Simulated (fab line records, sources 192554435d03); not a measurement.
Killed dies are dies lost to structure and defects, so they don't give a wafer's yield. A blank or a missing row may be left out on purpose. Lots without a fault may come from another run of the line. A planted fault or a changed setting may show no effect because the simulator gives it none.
fab line records | flow n5_finfet | part 2 of 2: steps 5 to 6 of 6
record lots=22 wafers=66 last_day=17
route steps=1938 shown PMOS_HMC_CHANNEL_EPI@81 FIN_SAQP@99
lots that met no fault: from a run of the same line without faults
start_h: hours from the record's first day to the start of the lot's first wafer shown | wait_h: hours since the lot's step before | " the same as in the row above | L1.1+2: a row that stands for several wafers | - no value, or no start given | * or withheld: withheld | < > ~ a bound
route shown NAME@n: a module of which the file shows steps, and the number in the route of the first | usual: mean/standard deviation of fault-free wafers | same: alike in all rows | chamber/n: place in a boat | sites: the reading at each site | _std_site: their standard deviation | _edge_site: outer sites' mean less inner sites' | radius_mm: how far each site lies from the wafer's centre | mask NAME#n: copy n | behind: the tool/chamber that last shaped the wafer | hold: why the lot was held/for how many hours/how that ended | device: the transistor (n, p or np) that didn't switch | end of line: the same wafers' tests at the end of the route | a step without rows: its recipe alone | killed: dies lost to structure and defects at the first sort, not the wafer's yield | map: a wafer's dies, x killed, . not, _ none there
set.NAME: the setting as run; set.NAME@STEP: as run at that earlier step | model.NAME: the simulator's own value behind a step, which no gauge read
steps of the route over a sample of lots; a table a step, a row a wafer
services: from which hour (start_h, from the record's first day; less than 0 if before it) a tool's chamber was out of use, for how many hours, and why
## steps
# step N5_FIN_SAQP_ETCH_52
# recipe chemistry=N2/H2 target=SOC target_depth_a=1000 overetch_a=200 mask_material=SiARC temp_c=40 time_s=150 ion_energy_ev=200 pressure_mtorr=30 source_w=840 bias_w=150 n2_flow_sccm=200 h2_flow_sccm=200 ends=end_point
# usual chamber_pressure_mTorr=29.999/0.028 drypump_motor_current_A=5.7/0.44 oes_product_au=0.68/0.043 rf_vpp_V=525.1/2.4 showerhead_plenum_p_Torr=2.59/0.078 throttle_valve_pct=17.84/0.24
# columns lot.wafer tool chamber start_h wait_h chamber_pressure_mTorr drypump_motor_current_A oes_product_au rf_hours_counter_h rf_vpp_V showerhead_plenum_p_Torr throttle_valve_pct
L074.1 rie_diel-04 2 21.81 0.0 29.978 4.8 0.66 177 525.8 2.64 18.20
L074.3 " 3 " " 29.985 5.4 0.65 206 523.7 2.50 17.69
L074.5 " 1 " " 29.938 5.1 0.66 - 527.7 2.63 18.01
L075.2 rie_diel-04 2 28.56 0.0 30.032 4.8 0.65 181 525.6 2.63 18.22
L075.4 " 0 " " 29.982 5.9 0.63 229 523.1 2.53 18.01
L075.6 " 2 " " 30.028 4.8 0.65 - 526.5 2.63 18.18
L076.2 rie_diel-06 1 34.28 0.0 30.031 6.2 0.66 175 524.1 2.51 17.65
L076.4 " 0 " " 30.012 5.7 0.74 79 525.0 2.58 17.58
L076.6 " 1 " " 29.980 6.2 0.66 - 523.4 2.51 17.67
L077.1 rie_diel-06 1 39.90 0.0 29.929 6.2 0.66 176 523.7 2.51 17.67
L077.2 " 0 " " 30.019 5.7 0.73 80 525.8 2.58 17.59
L077.6 " 1 " " 29.973 6.1 0.65 - 523.3 2.51 17.67
L078.1 rie_diel-04 2 46.64 0.0 30.020 4.8 0.65 186 527.3 2.63 18.21
L078.4 " 1 " " 29.940 5.1 0.66 177 525.6 2.62 18.03
L078.6 " 2 " " 29.989 4.8 0.64 - 527.1 2.63 18.20
L079.1 rie_diel-06 1 51.94 0.0 30.028 6.1 0.66 180 524.8 2.51 17.66
L079.2 " 0 " " 29.980 5.7 0.73 84 524.5 2.58 17.59
L079.3 " 3 " " 29.995 5.8 0.69 143 524.2 2.55 17.97
L081.1 rie_diel-06 2 65.22 0.0 30.071 6.0 0.69 136 527.3 2.69 17.58
L081.5 " 1 " " 30.028 6.1 0.66 - 523.0 2.50 17.67
L081.6 " 0 " " 29.980 5.7 0.73 - 526.2 2.57 17.58
L082.1 rie_diel-05 2 69.56 0.0 30.006 6.3 0.78 57 527.4 2.70 17.66
L082.3 " 1 " " 29.961 5.2 0.66 209 524.8 2.63 18.10
L082.5 " 3 " " 29.997 5.6 0.63 - 519.5 2.43 18.18
L083.1 rie_diel-05 1 75.56 0.0 30.010 5.2 0.66 211 524.4 2.63 18.11
L083.2 " 0 " " 29.955 6.1 0.70 155 526.8 2.65 17.59
L083.5 " 0 " " 29.975 6.1 0.69 - 527.4 2.65 17.59
L084.1 rie_diel-05 1 81.78 0.0 29.999 5.2 0.66 214 525.8 2.63 18.10
L084.3 " 2 " " 30.002 6.4 0.76 62 527.6 2.69 17.64
L084.4 " 0 " " 30.039 6.1 0.70 158 525.6 2.65 17.59
L085.1 rie_diel-06 3 90.73 0.0 29.993 5.8 0.68 156 524.3 2.54 17.98
L085.2 " 0 " " 30.007 5.7 0.72 96 523.1 2.57 17.60
L085.6 " 3 " " 30.038 5.8 0.68 - 523.8 2.54 17.99
L086.1 rie_diel-06 3 94.90 0.0 29.982 5.8 0.68 158 523.0 2.54 17.99
L086.3 " 0 " " 30.026 5.8 0.72 98 523.4 2.57 17.61
L086.5 " 3 " " 29.932 5.8 0.68 - 523.3 2.54 18.00
L087.1 rie_diel-06 0 102.35 0.0 29.956 5.7 0.71 102 524.3 2.57 17.61
L087.2 " 3 " " 30.041 5.8 0.67 162 522.6 2.54 18.01
L087.3 " 1 " " 30.010 6.1 0.64 197 522.2 2.50 17.70
L088.3 rie_diel-05 1 106.33 0.0 30.023 5.2 0.65 223 526.4 2.62 18.12
L088.5 " 0 " " 30.013 6.1 0.68 - 528.3 2.65 17.60
L088.6 " 1 " " 29.982 5.2 0.65 - 527.2 2.62 18.12
L089.1 rie_diel-05 0 111.69 0.0 29.945 6.1 0.69 169 527.4 2.65 17.62
L089.2 " 2 " " 29.985 6.3 0.75 75 528.0 2.69 17.67
L089.5 " 0 " " 29.992 6.1 0.68 - 527.8 2.65 17.61
L090.2 rie_diel-04 3 117.98 0.0 30.024 5.4 0.63 242 523.0 2.49 17.73
L090.4 " 2 " " 29.986 4.8 0.62 - 526.4 2.62 18.25
L090.6 " 1 " " 29.990 5.1 0.64 - 527.0 2.61 18.07
L091.1 rie_diel-05 0 124.27 0.0 29.997 6.1 0.68 173 525.6 2.65 17.60
L091.2 " 2 " " 30.008 6.3 0.75 79 528.1 2.69 17.69
L091.6 " 3 " " 30.035 5.6 0.61 - 519.5 2.42 18.20
L092.1 rie_diel-05 1 130.39 0.0 30.036 5.2 0.64 232 527.0 2.62 18.14
L092.2 " 3 " " 30.031 5.6 0.61 250 518.9 2.42 18.21
L092.3 " 2 " " 29.981 6.4 0.74 81 527.3 2.69 17.69
L093.1 rie_diel-05 2 136.48 0.0 29.968 6.3 0.75 84 529.0 2.68 17.70
L093.2 " 0 " " 29.949 6.1 0.68 179 526.5 2.64 17.63
L093.3 " 1 " " 29.986 5.2 0.64 235 526.1 2.62 18.13
L094.2 rie_diel-05 1 143.17 0.0 30.008 5.2 0.64 238 525.2 2.62 18.14
L094.3 " 0 " " 29.977 6.0 0.68 181 525.8 2.64 17.62
L094.5 " 1 " " 29.998 5.2 0.64 - 524.1 2.62 18.13
L095.1 rie_diel-06 3 148.77 0.0 30.004 5.8 0.66 180 522.8 2.53 18.04
L095.3 " 2 " " 29.992 6.1 0.68 157 525.7 2.68 17.64
L095.6 " 1 " " 30.005 6.2 0.63 - 523.5 2.49 17.72
L097.1 rie_diel-06 0 160.01 0.0 29.990 5.7 0.70 124 522.4 2.56 17.67
L097.3 " 1 " " 29.990 6.1 0.63 220 523.6 2.49 17.73
L097.6 " 3 " " 30.003 5.8 0.67 - 524.3 2.53 18.06
# step N5_FIN_SAQP_STRIP_77
# recipe chemistry=N2/H2 time_s=90 power_w=100 temp_c=40 pressure_mtorr=100 rf_frequency_hz=6e+07 bias_power_w=3 n2_flow_sccm=300 h2_flow_sccm=300
# usual chamber_pressure_mTorr=100.00/0.086 drypump_motor_current_A=5.7/0.47 oes_product_au=0.75/0.066 rf_vpp_V=45.3/0.88 showerhead_plenum_p_Torr=3.44/0.1 throttle_valve_pct=12.27/0.24
# columns lot.wafer tool chamber start_h wait_h chamber_pressure_mTorr drypump_motor_current_A oes_product_au rf_hours_counter_h rf_vpp_V showerhead_plenum_p_Torr throttle_valve_pct
L074.1 rie_diel-06 0 26.46 0.0 100.05 5.7 0.83 76 45.2 3.42 11.94
L074.3 " 1 " " 99.91 6.2 0.72 172 45.0 3.33 12.13
L074.5 " 1 " " 99.89 6.2 0.72 - 45.8 3.34 12.13
L075.2 rie_diel-04 0 32.20 0.0 100.02 6.0 0.69 230 44.1 3.36 12.51
L075.4 " 2 " " 100.06 4.8 0.73 182 44.5 3.49 12.53
L075.6 " 3 " " 100.12 5.4 0.72 - 45.1 3.32 12.23
L076.2 rie_diel-05 3 38.12 0.0 99.99 5.6 0.69 216 46.5 3.24 12.55
L076.4 " 2 " " 99.94 6.4 0.87 46 44.9 3.58 11.90
L076.6 " 2 " " 100.02 6.4 0.87 - 45.7 3.58 11.92
L077.1 rie_diel-05 0 45.43 0.0 100.05 6.1 0.78 144 44.0 3.52 12.01
L077.2 " 1 " " 99.99 5.2 0.74 200 44.8 3.49 12.46
L077.6 " 0 " " 100.04 6.1 0.77 - 43.1 3.52 12.03
L078.1 rie_diel-04 1 50.79 0.0 99.90 5.1 0.71 179 46.9 3.48 12.44
L078.4 " 0 " " 100.10 5.9 0.69 235 45.4 3.36 12.50
L078.6 " 0 " " 100.06 5.9 0.68 - 44.7 3.36 12.51
L079.1 rie_diel-05 2 55.90 0.0 100.13 6.4 0.86 53 46.3 3.57 11.92
L079.2 " 0 " " 99.94 6.1 0.79 148 45.3 3.52 12.04
L079.3 " 1 " " 100.01 5.2 0.74 204 45.7 3.49 12.48
L081.1 rie_diel-04 2 69.08 0.0 99.96 4.8 0.71 196 43.3 3.48 12.56
L081.5 " 3 " " 99.95 5.4 0.70 - 44.4 3.31 12.26
L081.6 " 0 " " 100.16 5.9 0.69 - 45.0 3.35 12.51
L082.1 rie_diel-06 2 74.42 0.0 100.17 6.1 0.77 140 44.8 3.56 12.04
L082.3 " 3 " " 100.03 5.8 0.77 150 44.8 3.38 12.33
L082.5 " 2 " " 100.00 6.1 0.77 - 44.8 3.56 12.04
L083.1 rie_diel-04 2 80.44 0.0 99.97 4.8 0.71 201 46.7 3.48 12.56
L083.2 " 1 " " 99.84 5.1 0.70 191 45.5 3.47 12.47
L083.5 " 0 " " 100.10 5.9 0.70 - 45.7 3.35 12.52
L084.1 rie_diel-05 0 85.87 0.0 99.92 6.1 0.77 159 47.6 3.51 12.06
L084.3 " 3 " " 100.03 5.6 0.67 233 44.6 3.23 12.58
L084.4 " 1 " " 100.00 5.2 0.73 215 44.5 3.48 12.50
L085.1 rie_diel-06 0 94.67 0.0 99.95 5.7 0.81 98 44.6 3.41 12.00
L085.2 " 3 " " 100.01 5.8 0.77 158 44.9 3.38 12.35
L085.6 " 1 " " 100.01 6.2 0.70 - 43.6 3.32 12.20
L086.1 rie_diel-05 3 101.36 0.0 99.92 5.6 0.67 239 45.3 3.22 12.59
L086.3 " 0 " " 99.94 6.1 0.77 165 45.0 3.51 12.07
L086.5 " 0 " " 99.85 6.1 0.76 - 44.7 3.51 12.08
L087.1 rie_diel-05 2 106.14 0.0 100.06 6.3 0.83 72 44.7 3.56 11.97
L087.2 " 3 " " 100.12 5.6 0.67 241 46.4 3.22 12.60
L087.3 " 1 " " 99.97 5.2 0.72 223 45.3 3.48 12.50
L088.3 rie_diel-05 3 110.42 0.0 100.06 5.6 0.68 242 44.1 3.22 12.61
L088.5 " 2 " " 100.05 6.4 0.83 - 45.0 3.56 11.98
L088.6 " 1 " " 99.93 5.2 0.72 - 46.5 3.48 12.52
L089.1 rie_diel-05 3 116.95 0.0 99.94 5.6 0.67 245 45.0 3.22 12.61
L089.2 " 2 " " 100.01 6.3 0.83 76 46.1 3.56 11.99
L089.5 " 2 " " 99.95 6.4 0.82 - 46.0 3.56 11.99
L090.2 rie_diel-05 3 121.95 0.0 99.89 5.6 0.66 247 43.0 3.22 12.64
L090.4 " 1 " " 100.18 5.2 0.72 229 44.4 3.47 12.53
L090.6 " 0 " " 99.97 6.1 0.76 - 44.5 3.51 12.10
L091.1 rie_diel-06 3 128.32 0.0 100.02 5.8 0.75 173 45.0 3.37 12.40
L091.2 " 1 " " 99.94 6.2 0.70 209 43.9 3.32 12.23
L091.6 " 1 " " 100.07 6.1 0.70 - 47.0 3.32 12.24
L092.1 rie_diel-04 1 134.35 0.0 99.88 5.1 0.68 212 46.1 3.46 12.51
L092.2 " 3 " " 100.09 5.4 0.69 250 46.0 3.30 12.33
L092.3 " 2 " " 100.00 4.8 0.70 222 44.3 3.47 12.62
L093.1 rie_diel-06 1 140.56 0.0 100.01 6.1 0.70 213 45.7 3.31 12.24
L093.2 " 2 " " 99.92 6.1 0.76 154 44.9 3.55 12.08
L093.3 " 0 " " 99.78 5.7 0.78 118 45.9 3.40 12.06
L094.2 rie_diel-05 3 147.81 0.0 99.81 5.6 0.96 1 44.3 3.62 11.98
L094.3 " 1 " " 99.96 5.2 0.71 240 45.1 3.47 12.58
L094.5 " 0 " " 99.98 6.1 0.75 - 46.7 3.50 12.12
L095.1 rie_diel-05 0 153.17 0.0 100.09 6.1 0.75 185 44.4 3.50 12.12
L095.3 " 1 " " 99.92 5.2 0.71 241 46.5 3.47 12.56
L095.6 " 2 " " 100.02 6.3 0.82 - 46.0 3.55 12.03
L097.1 rie_diel-05 3 163.70 0.0 99.96 5.6 0.93 7 46.6 3.62 12.02
L097.3 " 2 " " 100.05 6.4 0.81 94 45.9 3.55 12.03
L097.6 " 2 " " 99.89 6.4 0.81 - 45.5 3.55 12.03
## services
# columns tool chamber start_h hours kind
rie_diel-05 2 -0.95 8.5 repair
rie_diel-05 - 32.25 0.4 repair
rie_diel-04 0 55.45 12.6 repair
rie_diel-06 1 80.31 8.1 repair
rie_diel-06 0 81.71 7.0 repair
rie_diel-06 3 86.99 2.4 repair
rie_diel-06 2 88.53 27.7 repair
cmp-03 - 98.21 7.3 pm
rie_diel-04 0 110.81 - clean
rie_diel-04 0 110.81 - consumable_replace:focus_ring
pecvd-03 - 122.85 0.5 repair
rie_diel-05 3 131.35 - clean
rie_diel-05 3 131.35 - consumable_replace:focus_ring
rie_diel-05 3 131.35 - consumable_replace:showerhead
rie_diel-05 3 131.35 13.3 scheduled_down
rie_diel-05 3 131.35 13.3 vent_cycle
cmp-04 - 135.90 6.4 pm
cmp-03 - 136.48 0.7 repair
cmp-01 - 144.82 1.6 repair
rie_diel-04 3 148.63 - clean
rie_diel-04 3 148.63 - consumable_replace:focus_ring
pecvd-01 1 150.37 12.9 repair
pecvd-02 1 152.91 1.9 repair
cmp-04 - 158.77 1.5 repair
